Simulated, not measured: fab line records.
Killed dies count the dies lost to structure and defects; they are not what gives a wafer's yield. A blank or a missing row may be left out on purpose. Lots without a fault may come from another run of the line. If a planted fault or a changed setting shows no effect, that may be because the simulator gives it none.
Which of the tools did it? -- flow nand_harc -- Sampling: 6 lots, 16 wafers, 5 of 1302 route steps

WHAT EACH GAUGE READ, for each wafer
NHARC_END_SORT_01.
lot,measured,on,killed_at_array
L468,day 30 17:33,prober-02,68 66

EACH LOT AND THE TOOL THAT RAN IT (in order: tool; ch and the chambers of the sampled wafers; start)
lot,NHARC_A_CHANNEL_HOLE_D2_ETCH_27,NHARC_A_CHANNEL_FILL_D2_ALD_03,NHARC_A_CHANNEL_FILL_D2_ETCHBACK_08,NHARC_A_CHANNEL_FILL_D2_CMP_10
L456,"har_etch-02 ch 0,1, day 15 07:23","ald_sin_batch-03 ch 0, day 17 04:52 or earlier","rie_diel-05 ch 0,1,2, day 17 04:52","cmp-02 ch 2,3, day 17 10:43"
L460,"har_etch-02 ch 0,1, day 16 06:56","ald_sin_batch-01 ch 0, day 18 11:43 or earlier","rie_diel-03 ch 0,1,2, day 18 11:43","cmp-03 ch 0,1, day 18 17:25"
L462,"har_etch-02 ch 0,1, day 17 21:55","ald_sin_batch-01 ch 0, day 19 18:31 or earlier","rie_diel-05 ch 0,3, day 19 18:31","cmp-02 ch 0,1,2, day 20 00:20"
L468,"har_etch-01 ch 0,1, day 19 23:18","ald_sin_batch-03 ch 0, day 21 19:29 or earlier","rie_diel-05 ch 0,2, day 21 19:29","cmp-02 ch 0,1, day 22 00:54"
L472,"har_etch-01 ch 0,1, day 21 00:15","ald_sin_batch-01 ch 0, day 22 21:40 or earlier","rie_diel-05 ch 0,2, day 22 21:40","cmp-02 ch 2,3, day 23 03:23"
L473,"har_etch-02 ch 1, day 22 01:07","ald_sin_batch-03 ch 0, day 23 22:10 or earlier","rie_diel-13 ch 0,2,3, day 23 22:10","cmp-02 ch 0,1,3, day 24 03:59"
- NHARC_A_CHANNEL_HOLE_D2_ETCH_27: etches the open film in C4F8/O2/Ar, time 90 s, target depth 400 nm.
- NHARC_A_CHANNEL_FILL_D2_ALD_03: deposits SiNx, target thk 6 nm, pulse time 60 s, ald cycles 58.
- NHARC_A_CHANNEL_FILL_D2_ETCHBACK_08: etches the open film in C4F8, target depth 220 nm, time 110 s.
- NHARC_A_CHANNEL_FILL_D2_CMP_10: polishes, target thk 150 nm.

THE ANSWER, worked out from the rows above alone
Rule: the usual values come from the lots themselves. The widest of any qualifying gaps counts: lots, ordered by their means at a reading, are off when they make up no more than a third of the lots, leave a main group of 4 or more, and stand apart from it by 3 or more times the standard deviation of that group's means. If all means in a main group match to the digits the tables above print for the reading, that group is not used. Also off: a lot with no number at a reading for which 4 or more lots have one. Any other lot the step has rows for is counted as sound.
No lot is off at any reading shown: from this, nothing can be told.

WHAT THE SIMULATOR HAD INSERTED
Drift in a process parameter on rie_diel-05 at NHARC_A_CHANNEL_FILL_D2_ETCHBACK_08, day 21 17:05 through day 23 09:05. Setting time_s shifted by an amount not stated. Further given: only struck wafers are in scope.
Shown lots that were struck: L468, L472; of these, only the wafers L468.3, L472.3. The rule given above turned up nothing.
